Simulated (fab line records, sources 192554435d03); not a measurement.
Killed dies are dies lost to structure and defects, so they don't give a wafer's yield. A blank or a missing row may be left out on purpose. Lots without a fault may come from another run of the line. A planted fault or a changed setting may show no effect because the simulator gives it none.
A struck lot beside a sound one | flow n5_finfet | 17 steps out of a route of 1938
Sound: wafers L401.1, L401.3, L401.6. Struck: wafer L408.1. (L408.5, L408.6 of the same lot were not struck and are left out.) The cause comes at the end.
At each step with rows: each side's tool, then ch and its chambers, then its first start. Under that, the readings that differ: sound wafers | struck wafers | difference of the means | sigmas: that difference in standard deviations of wafers without a fault.
alike: readings whose means differ by less than 2 such deviations, and words and numbers that are the same on both sides. not compared: withheld readings, readings that some wafer has no value for, bounds like >300 that may hide the same value, and numbers for which the record gives no deviation and whose values overlap.
The two part at a step that has a row with sigmas, a row that says differs or no value, or rows on one side only. Numbers that don't overlap but have no deviation are shown without sigmas and don't part them. A reading that every wafer of one side lacks parts them only if that side has two wafers or more.

N5_SDB_OVL_MEAS_12:
  sound on overlay-01 ch 0, day 6 05:47; struck on overlay-01 ch 0, day 7 20:39
  alike: SDB_OVL
N5_SDB_INSPECT_13: inspects for defects (brightfield).
  sound on defect_inspect-01, day 6 05:48; struck on defect_inspect-02, day 7 20:41
  alike: raw_defect_count
N5_SDB_DESCUM_16: chemistry O2, time 7.9 s.
  sound on rie_diel-02 ch 0,1,2, day 6 05:50; struck on rie_diel-01 ch 0, day 7 20:43
  alike: drypump_motor_current_A, oes_product_au, rf_fwd_power_W, rf_vpp_V, showerhead_plenum_p_Torr, throttle_valve_pct
  not compared: rf_hours_counter_h
N5_SDB_ETCH_17: etches SiARC in CF4, target depth 23.4 nm, time 39 s.
  sound on rie_diel-02 ch 0,1,2, day 6 05:52; struck on rie_diel-01 ch 0, day 7 20:45
  alike: drypump_motor_current_A, etch_rf_on_time_s, oes_product_au, rf_fwd_power_W, rf_vpp_V, showerhead_plenum_p_Torr, throttle_valve_pct
  not compared: rf_hours_counter_h
N5_SDB_ETCH_18: etches SOC in N2/H2, target depth 100 nm, overetch 20 nm, time 150 s.
  sound on rie_diel-02 ch 0,1,2, day 6 05:54; struck on rie_diel-01 ch 0, day 7 20:47
  alike: drypump_motor_current_A, oes_product_au, rf_fwd_power_W, rf_vpp_V, showerhead_plenum_p_Torr, throttle_valve_pct
  not compared: rf_hours_counter_h
then, 3 steps without rows for these wafers: N5_SDB_STRIP_19 (strips in N2/H2); N5_SDB_STRIP_21 (strips in CF4); N5_SDB_HM_OPEN_20 (chemistry CH3F/O2, target SiNx, stops on poly-Si, target depth 24 nm).
N5_SDB_STRIP_22: strips in N2/H2.
  sound on plasma_asher-01 ch 0, day 6 06:08; struck on plasma_asher-02 ch 0, day 7 21:01
  alike: drypump_motor_current_A, heater_power_w, oes_product_au, strip_time_to_endpoint_s
  not compared: rf_hours_counter_h
then, 2 steps without rows for these wafers: N5_SDB_PRECLEAN_23 (cleans in dHF, time 30 s); N5_SDB_DUMMY_REMOVE_24 (chemistry TMAH, target poly-Si, stops on SiO2, target depth 142 nm, time 57 s, rinse time 30 s).
N5_SDB_ETCH_25: etches SiO2 in C4F6/O2, target depth 10 nm, time 3.3 s.
  sound on rie_diel-06 ch 0,2,3, day 6 06:22; struck on rie_diel-06 ch 1, day 7 21:14
  alike: drypump_motor_current_A, oes_product_au, rf_fwd_power_W, rf_vpp_V, showerhead_plenum_p_Torr, throttle_valve_pct
  not compared: rf_hours_counter_h
N5_SDB_CUT_ETCH_26: etches Si in HBr/Cl2/O2, target depth 129.6 nm, bt time 20 s, time 51.8 s.
  sound on rie_si-01 ch 1,3, day 6 06:27; struck on rie_si-01 ch 0, day 7 21:19
  reading                                 | sound           | struck | difference | sigmas
  model.SDB.feature_depth_nm (nm)         | 132.6 134 132.2 | 189.2  | +56.3      |
  model.etch.depth_nm (nm)                | 132.6 134 132.3 | 189.1  | +56.1      |
  model.SiNx_of_SDB_HM_DEP_00.thk_nm (nm) | 21.2 21 22.2    | 14.4   | -7.1       |
  alike: drypump_motor_current_A, oes_product_au, throttle_valve_pct
  not compared: rf_fwd_power_W, rf_hours_counter_h
N5_SDB_PRECLEAN_38: cleans in dHF, time 10 s.
  sound on wet_bench-06 ch 2,3,7, day 6 06:34; struck on wet_bench-02 ch 3, day 7 21:26
  reading                                 | sound        | struck | difference | sigmas
  model.SiNx_of_SDB_HM_DEP_00.thk_nm (nm) | 21.2 20.8 22 | 14.2   | -7.1       |
then, 1 step without rows for these wafers: N5_SDB_PRECLEAN_39 (cleans in O3/DIW, time 45 s).
-- the record jumps here: 5 days lie between the struck wafers' starts before and after (it left off in module SDB and takes up again in module BEOL_M4, whose first step shown is number 1111 of the route) --
N5_BEOL_M4_RC_MEAS_101:
  sound on prober-01 ch 0, day 10 19:31; struck on prober-02 ch 0, day 12 13:55
  reading       | sound          | struck | difference | sigmas
  SS_N (mV/dec) | 71.7 72.3 72.4 | 70.8   | -1.3       | -2
  alike: DIBL_N, DIBL_P, IOFF_N, IOFF_P, ION_N, ION_P, SS_P, VT_N, VT_P
-- the record jumps here: 4 days lie between the struck wafers' starts before and after (it left off in module BEOL_M4 and takes up again in module PASSIVATION, whose first step shown is number 1936 of the route) --
N5_PASSIVATION_PROBE_49:
  the record has rows for the struck wafers here (prober-01, day 17 01:39) and none for the sound ones

WHERE THEY PART
First at N5_BEOL_M4_RC_MEAS_101; last, within this record, at N5_PASSIVATION_PROBE_49.

WHY: what the simulator had put in
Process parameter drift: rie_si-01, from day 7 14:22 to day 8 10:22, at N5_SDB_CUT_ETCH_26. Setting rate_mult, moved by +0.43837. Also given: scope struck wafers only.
